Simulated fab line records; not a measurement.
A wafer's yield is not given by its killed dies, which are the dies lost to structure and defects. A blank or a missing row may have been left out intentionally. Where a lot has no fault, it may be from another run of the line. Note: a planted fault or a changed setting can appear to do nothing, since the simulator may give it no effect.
fab line records    flow n5Finfet
record: lots: 6  wafers: 18  lastDay: 16
route steps=1938 shown BEOL_M7@1330 BEOL_M8@1332 PASSIVATION@1936
lots with no fault: from the same line, run without faults
startH: start of the lot's first displayed wafer, in hours after the record's first day    waitH: hours from the lot's prior step to this one    " repeats the value in the row above    L1.1+2: a row that stands for several wafers    - either no value or no given start    * or withheld: withheld    < > ~ a bound
route shown NAME@n: names a module that has steps shown in the file, with the first one's number in the route    usual: the fault-free wafers' mean and standard deviation    same: alike in all rows    chamber/n: place in a boat    sites: per-site readings    _std_site: standard deviation across them    _edge_site: inner sites' mean taken away from outer sites' mean    radiusMm: how far each site lies from the wafer's centre    mask NAME#n: copy n    behind: the last tool/chamber to shape the wafer    hold: the reason the lot was held/the length of the hold in hours/how it ended    device: whichever transistor did not switch (one of n, p or np)    end of line: the route-end tests of the same wafers    where a step has no rows: the recipe by itself    killed: dies lost to structure and defects at the first sort, not the wafer's yield    map: shows each die of a wafer: x if killed, . if not, _ if none is there
set.NAME: the setting that was run; set.NAME@STEP: the one run at that earlier step    model.NAME: the simulator's own value behind a step, which no gauge read
lots at some steps of the route; a table a step, a row a wafer
services: from which hour (startH, from the record's first day; less than 0 if before it) a tool's chamber was out of use, for how many hours, and why
== steps ==
step: N5_BEOL_M7_RS_MEAS_57
recipe: thkMeasGauge: four-point-probe  reads: Cu_of_BEOL_M7_ECD_50+Co_of_BEOL_M7_CVD_78+TaN_of_BEOL_M7_ALD_77
usual: M7_RS: 0.292/0.013
lot.wafer  tool          chamber  startH  waitH  M7_RS[ohm/sq]
L531.1     filmMetro-02  -        198.70  0.1    0.312
L531.3     "             -        "       "      0.288
L531.5     "             -        "       "      0.277
L544.1     filmMetro-01  -        276.95  0.1    0.281
L544.2     "             -        "       "      0.295
L544.4     "             -        "       "      0.311
L546.1     filmMetro-02  -        289.29  0.1    0.274
L546.3     "             -        "       "      0.290
L546.5     "             -        "       "      0.298
L548.4     filmMetro-02  -        299.08  0.0    0.312
L548.5     "             -        "       "      0.295
L548.6     "             -        "       "      0.309
L550.1     filmMetro-02  -        321.71  0.1    0.295
L550.4     "             -        "       "      0.283
L550.6     "             -        "       "      0.311
L551.2     filmMetro-01  -        322.23  0.1    0.282
L551.4     "             -        "       "      0.292
L551.5     "             -        "       "      0.288
step: N5_BEOL_M7_INSPECT_58
recipe: inspectInstrument: darkfield  mode: postDep
usual: rawDefectCount: 71/24
lot.wafer  tool              chamber  startH  waitH  rawDefectCount
L531.1     defectInspect-01  -        198.73  0.0    57
L531.3     "                 -        "       "      64
L531.5     "                 -        "       "      69
L544.1     defectInspect-02  -        276.97  0.0    85
L544.2     "                 -        "       "      94
L544.4     "                 -        "       "      121
L546.1     defectInspect-02  -        289.32  0.0    48
L546.3     "                 -        "       "      58
L546.5     "                 -        "       "      77
L548.4     defectInspect-01  -        299.11  0.0    36
L548.5     "                 -        "       "      62
L548.6     "                 -        "       "      32
L550.1     defectInspect-01  -        321.74  0.0    41
L550.4     "                 -        "       "      65
L550.6     "                 -        "       "      55
L551.2     defectInspect-02  -        322.25  0.0    109
L551.4     "                 -        "       "      127
L551.5     "                 -        "       "      111
step: N5_BEOL_M8_ILD_DEP_00
recipe: material: SiCOH_lowk  targetThkA: 1797.5  tempC: 300  precursor: DEMS/porogen  pressureTorr: 5  rfW: 500  timeS: 33.4
usual: heaterPowerW: 312/33  showerheadPlenumPTorr: 5.740/0.019  showerheadVppV: 1376/41  throttleValvePct: 13.5/0.62
lot.wafer  tool      chamber  startH  waitH  heaterPowerW  showerheadPlenumPTorr  showerheadVppV  throttleValvePct
L531.1     pecvd-03  1        198.77  0.0    294           5.730                  1356            13.6
L531.3     "         0        "       "      341           5.720                  1433            14.1
L531.5     "         0        "       "      281           5.729                  1425            13.9
L544.1     pecvd-03  2        277.01  0.0    358           5.732                  1432            13.7
L544.2     "         1        "       "      306           5.711                  1354            13.5
L544.4     "         0        "       "      270           5.737                  1420            13.8
L546.1     pecvd-01  1        289.36  0.0    268           5.719                  1352            14.2
L546.3     "         0        "       "      285           5.757                  1408            13.5
L546.5     "         0        "       "      299           5.753                  1389            13.3
L548.4     pecvd-01  2        299.16  0.1    258           5.757                  1307            12.5
L548.5     "         1        "       "      298           5.721                  1371            13.9
L548.6     "         0        "       "      284           5.757                  1428            13.1
L550.1     pecvd-01  0        321.78  0.0    288           5.751                  1412            13.0
L550.4     "         2        "       "      313           5.741                  1305            12.7
L550.6     "         1        "       "      310           5.723                  1381            13.9
L551.2     pecvd-04  1        322.29  0.0    345           5.773                  1358            14.4
L551.4     "         0        "       "      298           5.764                  1384            13.3
L551.5     "         0        "       "      307           5.768                  1394            13.3
step: N5_BEOL_M8_CURE_74
recipe: tempC: 385  timeS: 240  ambient: He/Ar  material: SiCOH_lowk
usual: lampPowerPct: 52.31/0.055  wafer_temp_C_max: 387.1/0.8
lot.wafer  tool       chamber  startH  waitH  lampPowerPct  wafer_temp_C_max
L531.1     uvCure-03  1        198.83  0.0    52.30         386.5
L531.3     "          1        "       "      52.26         386.6
L531.5     "          1        "       "      52.43         386.3
L544.1     uvCure-01  2        277.07  0.0    52.37         388.5
L544.2     "          2        "       "      52.41         387.9
L544.4     "          2        "       "      52.28         388.0
L546.1     uvCure-03  1        289.42  0.0    52.33         386.4
L546.3     "          1        "       "      52.30         386.1
L546.5     "          1        "       "      52.34         386.4
L548.4     uvCure-02  0        299.44  0.3    52.28         387.7
L548.5     "          0        "       "      52.23         389.2
L548.6     "          0        "       "      52.28         389.0
L550.1     uvCure-03  2        321.84  0.0    52.37         387.1
L550.4     "          2        "       "      52.35         386.4
L550.6     "          2        "       "      52.35         386.2
L551.2     uvCure-03  0        322.75  0.4    52.29         386.8
L551.4     "          0        "       "      52.35         386.2
L551.5     "          0        "       "      52.40         386.8
step: N5_BEOL_M8_THK_MEAS_01
recipe: reads: SiCOH_lowk_of_BEOL_M8_ILD_DEP_00
usual: M8_ILD_THK: 155.6/2.2
lot.wafer  tool          chamber  startH  waitH  M8_ILD_THK[nm]
L531.1     filmMetro-02  -        199.36  0.4    153.6
L531.3     "             -        "       "      152.7
L531.5     "             -        "       "      155.7
L544.1     filmMetro-02  -        278.07  0.8    154.9
L544.2     "             -        "       "      155.7
L544.4     "             -        "       "      158.8
L546.1     filmMetro-01  -        289.93  0.4    152.5
L546.3     "             -        "       "      154.7
L546.5     "             -        "       "      157.8
L548.4     filmMetro-02  -        299.72  0.2    155.0
L548.5     "             -        "       "      153.8
L548.6     "             -        "       "      158.4
L550.1     filmMetro-01  -        322.35  0.4    157.1
L550.4     "             -        "       "      157.1
L550.6     "             -        "       "      158.5
L551.2     filmMetro-01  -        323.18  0.4    155.4
L551.4     "             -        "       "      157.5
L551.5     "             -        "       "      157.6
step: N5_BEOL_M8_PECVD_70
recipe: material: SiO2  targetThkA: 200  tempC: 400  precursor: TEOS/O2  pressureTorr: 5.5  rfW: 450  teosFlowSccm: 53.8  gas: O2  flowSccm: 3000  timeS: 22.7
usual: heaterPowerW: 723/71  showerheadPlenumPTorr: 8.78/0.073  showerheadVppV: 1311/37  throttleValvePct: 21.7/0.88
lot.wafer  tool      chamber  startH  waitH  heaterPowerW  showerheadPlenumPTorr  showerheadVppV  throttleValvePct
L531.1     pecvd-03  1        199.39  0.0    696           8.73                   1282            21.6
L531.3     "         2        "       "      860           8.74                   1369            21.6
L531.5     "         0        "       "      741           8.74                   1338            22.3
L544.1     pecvd-01  2        278.10  0.0    630           8.78                   1237            20.5
L544.2     "         1        "       "      676           8.70                   1315            22.3
L544.4     "         1        "       "      691           8.68                   1301            22.2
L546.1     pecvd-01  0        289.97  0.0    662           8.86                   1335            21.1
L546.3     "         2        "       "      745           8.82                   1245            20.6
L546.5     "         2        "       "      755           8.81                   1261            20.7
L548.4     pecvd-03  1        299.77  0.1    644           8.74                   1284            21.7
L548.5     "         2        "       "      768           8.74                   1347            22.0
L548.6     "         0        "       "      792           8.75                   1361            21.9
L550.1     pecvd-03  1        322.39  0.0    748           8.73                   1280            21.8
L550.4     "         0        "       "      775           8.75                   1346            22.2
L550.6     "         1        "       "      739           8.75                   1277            21.8
L551.2     pecvd-04  0        323.21  0.0    609           8.90                   1321            21.3
L551.4     "         0        "       "      609           8.88                   1322            21.3
L551.5     "         0        "       "      632           8.87                   1317            21.0
step: N5_BEOL_M8_HM_DEP_02
recipe: material: TiN  targetThkA: 200  tempC: 25  chamberPressurePa: 0.49996
usual: throttleValvePct: 29.8/0.75
lot.wafer  tool           chamber  startH  waitH  throttleValvePct
L531.1     pvdSputter-02  -        200.95  1.5    28.3
L531.3     "              -        "       "      29.4
L531.5     "              -        "       "      29.6
L544.1     pvdSputter-03  -        279.60  1.5    29.8
L544.2     "              -        "       "      31.0
L544.4     "              -        "       "      30.1
L546.1     pvdSputter-01  -        290.50  0.5    29.1
L546.3     "              -        "       "      29.5
L546.5     "              -        "       "      29.2
L548.4     pvdSputter-02  -        300.84  1.0    29.8
L548.5     "              -        "       "      28.2
L548.6     "              -        "       "      29.4
L550.1     pvdSputter-01  -        322.56  0.1    30.3
L550.4     "              -        "       "      29.6
L550.6     "              -        "       "      30.0
L551.2     pvdSputter-03  -        324.13  0.9    30.5
L551.4     "              -        "       "      31.0
L551.5     "              -        "       "      30.0
step: N5_BEOL_M8_COAT_59
recipe: resist: SOC  tempC: 250  timeS: 60  spinRpm: 1500  resistThkNm: 100
step: N5_BEOL_M8_COAT_60
recipe: resist: SiARC  tempC: 220  timeS: 60  spinRpm: 1500  resistThkNm: 35
step: N5_BEOL_M8_COAT_05
recipe: resist: CAR-ArF  spinRpm: 1500  resistThkNm: 90
step: N5_BEOL_M8_EBR_07
recipe: solvent: PGMEA  ebrWidthMm: 1.5
step: N5_BEOL_M8_SOFTBAKE_06
recipe: tempC: 110  timeS: 60  resist: CAR-ArF
step: N5_BEOL_M8_EXPOSE_08
recipe: maskId: M8  na: 1.35  sourceShape: dipole  sigmaInner: 0.817  sigmaOuter: 0.97  polarization: te  doseMj: 68.25
usual: exposureDoseMJCm2: 68.20/0.07
same: dipoleOpeningDeg: 35  na: 1.35
lot.wafer  tool            chamber  startH  waitH  mask  exposureDoseMJCm2
L531.1     arfiScanner-03  0        201.32  -      M8#0  68.27
L531.3     "               0        "       "      M8#0  68.22
L531.5     "               0        "       "      M8#0  68.23
L544.1     arfiScanner-02  0        279.98  -      M8#0  68.17
L544.2     "               0        "       "      M8#0  68.21
L544.4     "               0        "       "      M8#0  68.23
L546.1     arfiScanner-03  0        290.74  -      M8#0  66.58
L546.3     "               0        "       "      M8#0  66.60
L546.5     "               0        "       "      M8#0  66.57
L548.4     arfiScanner-03  0        301.23  -      M8#0  66.83
L548.5     "               0        "       "      M8#0  66.81
L548.6     "               0        "       "      M8#0  66.93
L550.1     arfiScanner-01  0        322.93  -      M8#0  68.24
L550.4     "               0        "       "      M8#0  68.17
L550.6     "               0        "       "      M8#0  68.28
L551.2     arfiScanner-01  0        324.52  -      M8#0  68.20
L551.4     "               0        "       "      M8#0  68.19
L551.5     "               0        "       "      M8#0  68.27
step: N5_BEOL_M8_PEB_09
recipe: pebTempC: withheld  pebTimeS: 60  resist: CAR-ArF
step: N5_PASSIVATION_PROBE_49
usual: defectLimitedYield: 91.8/1.5  killed_at_M0_to_M3: 33/11  killed_at_M4_up: 13/5  killedAtContacts: 11/5.6  killedAtFrontEnd: 36/12  killedAtOther: 3.4/2.5  killedDies: 97/18  killedOpen: 64/13  killedShort: 31/6.9  sort_bin_5_function: 4.8/1  sort_bin_6_memory: 3.1/0.64  sort_bin_8_speed: 0.00/0.014  sortNPass: 1083/18  sortYieldPct: 91.8/1.5
same: grossDies: 1180  killedAtBackSide: 0  sort_bin_4_leakage[%]: 0
lot.wafer  tool       chamber  startH  waitH  defectLimitedYield[%]  killed_at_M0_to_M3  killed_at_M4_up  killedAtContacts  killedAtFrontEnd  killedAtOther  killedDies  killedOpen  killedShort  sort_bin_5_function[%]  sort_bin_6_memory[%]  sort_bin_8_speed[%]  sortNPass  sortYieldPct[%]
L531.1     prober-02  -        277.14  0.0    92.9                   34                  11               6                 28                5              84          58          26           4.4                     2.5                   0                    1096       92.9
L531.3     prober-02  -        277.24  0.1    94.6                   19                  16               6                 22                1              64          45          17           2.6                     2.5                   0.08                 1116       94.6
L531.5     prober-02  -        277.34  0.2    93.6                   24                  18               7                 23                3              75          43          31           3.8                     2.1                   0                    1105       93.6
L544.1     prober-02  -        355.35  0.0    91.6                   40                  14               5                 37                3              99          58          39           4.6                     3.5                   0                    1081       91.6
L544.2     prober-02  -        355.40  0.1    90.5                   46                  17               12                36                1              112         74          31           6.2                     2.8                   0                    1068       90.5
L544.4     prober-02  -        355.50  0.2    93.1                   35                  11               0                 29                6              81          45          35           3.9                     2.7                   0                    1099       93.1
L546.1     prober-01  -        370.17  0.0    92.8                   24                  14               15                29                3              85          53          28           3.8                     3.1                   0                    1095       92.8
L546.3     prober-01  -        370.27  0.1    92.7                   30                  17               8                 30                1              86          52          31           4.7                     2.6                   0                    1094       92.7
L548.4     prober-01  -        374.10  0.2    93.1                   19                  3                12                41                6              81          51          29           3.3                     3.1                   0                    1099       93.1
L548.5     prober-01  -        374.15  0.2    93.5                   12                  12               5                 45                3              77          35          30           3.1                     2.6                   0                    1103       93.5
L548.6     prober-01  -        374.20  0.3    90.9                   39                  18               10                33                7              107         58          43           5.3                     2.8                   0                    1073       90.9
L551.2     prober-01  -        393.32  0.1    90.7                   29                  23               16                35                7              110         75          33           6.2                     2.6                   0                    1070       90.7
L551.4     prober-01  -        393.42  0.2    89.2                   26                  16               9                 72                4              127         76          45           6.2                     3.7                   0                    1053       89.2
L551.5     prober-01  -        393.47  0.2    89.8                   28                  17               9                 63                3              120         74          43           6.0                     3.8                   0                    1060       89.8
killed by level:class
L531.1 BEOL_M1:geometricParticle:open=10 BEOL_M0_SAQP:geometricParticle:short=7 GATE_CUT:geometricParticle:short=6 BEOL_M0_SAQP:geometricParticle:open=6 FIN_SAQP:geometricParticle:short=5 BEOL_M2:geometricParticle:open=5 DUMMY_GATE:geometricParticle:open=4 MOL_CONTACT_COAG:geometricParticle:open=4
L531.3 BEOL_M4:geometricParticle:open=9 BEOL_M1:geometricParticle:open=7 GATE_CUT:geometricParticle:short=6 MOL_CONTACT_COAG:geometricParticle:open=6 BEOL_M2:geometricParticle:open=6 STARTING-WAFER:geometricParticle:short=4 STI_FIN_REVEAL:geometricParticle:open=3 GATE_CUT:geometricParticle:open=3
L531.5 BEOL_M4:geometricParticle:open=10 GATE_CUT:geometricParticle:short=8 BEOL_M3:geometricParticle:open=8 MOL_CONTACT_COAG:geometricParticle:open=7 BEOL_M0_SAQP:geometricParticle:open=4 BEOL_M1:geometricParticle:open=4 BEOL_M4:geometricParticle:short=4 STI_FIN_REVEAL:geometricParticle:open=3
L544.1 BEOL_M0_SAQP:geometricParticle:short=14 STI_FIN_REVEAL:geometricParticle:open=9 BEOL_M0_SAQP:geometricParticle:open=9 STARTING-WAFER:geometricParticle:open=7 DUMMY_GATE:geometricParticle:short=5 BEOL_M8:geometricParticle:open=4 GATE_CUT:geometricParticle:short=4 BEOL_M0:geometricParticle:short=4
L544.2 STI_FIN_REVEAL:geometricParticle:open=16 MOL_CONTACT_COAG:geometricParticle:open=11 BEOL_M0_SAQP:geometricParticle:short=10 BEOL_M3:geometricParticle:open=7 BEOL_M6:geometricParticle:open=6 BEOL_M0_SAQP:geometricParticle:open=6 BEOL_M2:geometricParticle:open=6 BEOL_M0:geometricParticle:short=5
L544.4 BEOL_M2:geometricParticle:open=10 STI_FIN_REVEAL:geometricParticle:open=6 BEOL_M0_SAQP:geometricParticle:short=6 BEOL_M0:geometricParticle:short=6 FIN_SAQP:geometricParticle:short=5 BEOL_M0_SAQP:geometricParticle:open=5 BEOL_M4:geometricParticle:open=5 BEOL_M2:geometricParticle:short=4
L546.1 MOL_CONTACT_COAG:geometricParticle:open=12 FIN_SAQP:geometricParticle:short=7 STI_FIN_REVEAL:geometricParticle:open=6 BEOL_M4:geometricParticle:open=6 BEOL_M0_SAQP:geometricParticle:open=5 BEOL_M3:geometricParticle:open=5 BEOL_M0_SAQP:geometricParticle:short=4 FIN_SAQP:geometricParticle:open=3
L546.3 FIN_SAQP:geometricParticle:short=10 FIN_SAQP:geometricParticle:open=7 BEOL_M1:geometricParticle:open=7 MOL_CONTACT_COAG:geometricParticle:open=6 BEOL_M4:geometricParticle:open=6 BEOL_M2:geometricParticle:open=5 BEOL_M0_SAQP:geometricParticle:open=4 BEOL_M0:geometricParticle:open=4
L548.4 FIN_SAQP:geometricParticle:short=15 FIN_SAQP:geometricParticle:open=11 MOL_CONTACT_COAG:geometricParticle:open=8 BEOL_M3:geometricParticle:open=8 STI_FIN_REVEAL:geometricParticle:open=5 STARTING-WAFER:geometricParticle:open=4 MOL_CONTACT_COAG:geometricParticle:short=3 BEOL_M0_SAQP:geometricParticle:open=3
L548.5 FIN_SAQP:geometricParticle:open=11 FIN_SAQP:geometricParticle:short=10 HKMG_FIN:areaEtch=8 GATE_CUT:geometricParticle:short=5 BEOL_M4:geometricParticle:short=5 MOL_CONTACT_COAG:geometricParticle:open=3 BEOL_M2:geometricParticle:open=3 SDB:geometricParticle:short=2
L548.6 BEOL_M3:geometricParticle:open=16 MOL_CONTACT_COAG:geometricParticle:open=9 BEOL_M0:geometricParticle:short=7 FIN_SAQP:geometricParticle:short=5 FIN_SAQP:geometricParticle:open=4 BEOL_M2:geometricParticle:open=4 BEOL_M6:geometricParticle:open=4 HKMG_FIN:areaEtch=4
L551.2 MOL_CONTACT_COAG:geometricParticle:open=12 BEOL_M3:geometricParticle:open=9 BEOL_M4:geometricParticle:open=8 DUMMY_GATE:geometricParticle:open=7 BEOL_M5:geometricParticle:open=7 BEOL_M0_SAQP:geometricParticle:open=6 FIN_SAQP:geometricParticle:short=5 BEOL_M2:geometricParticle:open=5
L551.4 FIN_SAQP:geometricParticle:short=16 BEOL_M2:geometricParticle:open=10 MOL_CONTACT_COAG:geometricParticle:open=9 GATE_CUT:geometricParticle:open=8 GATE_CUT:geometricParticle:short=8 FIN_SAQP:geometricParticle:open=7 STI_FIN_REVEAL:geometricParticle:open=7 HKMG_FIN:areaEtch=6
L551.5 FIN_SAQP:geometricParticle:open=20 FIN_SAQP:geometricParticle:short=14 MOL_CONTACT_COAG:geometricParticle:open=8 BEOL_M0_SAQP:geometricParticle:open=7 BEOL_M0:geometricParticle:open=7 BEOL_M0_SAQP:geometricParticle:short=6 BEOL_M4:geometricParticle:open=6 STI_FIN_REVEAL:geometricParticle:open=5
== services ==
tool            chamber  startH  hours  kind
arfiScanner-03  -        176.06  1.3    pm
pecvd-04        -        180.14  0.9    repair
arfiScanner-01  -        184.89  1.0    pm
uvCure-01       -        197.32  2.1    pm
pecvd-01        -        198.46  1.8    repair
pecvd-04        1        209.48  10.2   repair
pecvd-03        -        221.28  2.8    pm
pecvd-01        0        226.24  23.5   repair
arfiScanner-03  -        227.60  1.0    pm
pecvd-01        2        233.26  6.5    repair
pecvd-01        -        237.10  5.5    pm
uvCure-03       -        243.66  1.0    pm
pecvd-01        -        246.30  0.3    repair
pvdSputter-01   -        252.79  1.5    repair
pecvd-04        1        256.77  2.0    repair
pecvd-01        -        265.34  11.7   repair
arfiScanner-03  -        268.88  4.9    pm
arfiScanner-01  -        276.38  0.8    pm
arfiScanner-01  -        278.66  1.3    pm
pecvd-04        -        288.42  0.8    repair
arfiScanner-03  -        289.29  1.3    repair
arfiScanner-03  -        301.56  1.3    pm
uvCure-03       -        309.70  7.1    pm
arfiScanner-01  -        310.11  1.0    repair
== key ==
firstSign: step: N5_BEOL_M8_EXPOSE_08  reading: exposureDoseMJCm2  direction: down  sigmas: 21  usual: 68.20  struck: 66.72
effect none on later readings
metAt N5_BEOL_M8_EXPOSE_08
struckWafers L546.1,L546.3,L546.5,L548.4,L548.5,L548.6
loopTrim: step: N5_BEOL_M8_EXPOSE_08  setting: dose  lots: L548
onsetBetween 201.32 290.74
fault: kind: processParameterDrift  tool: arfiScanner-03  chamber: -  onsetH: 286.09  steps: N5_BEOL_M8_EXPOSE_08  channel: doseMj  offset: -1.6658  shape: step  actsIn: theseRecipesOnly  stated: 68.25
loopTrim: a control loop set the setting to another value than it would have without faults
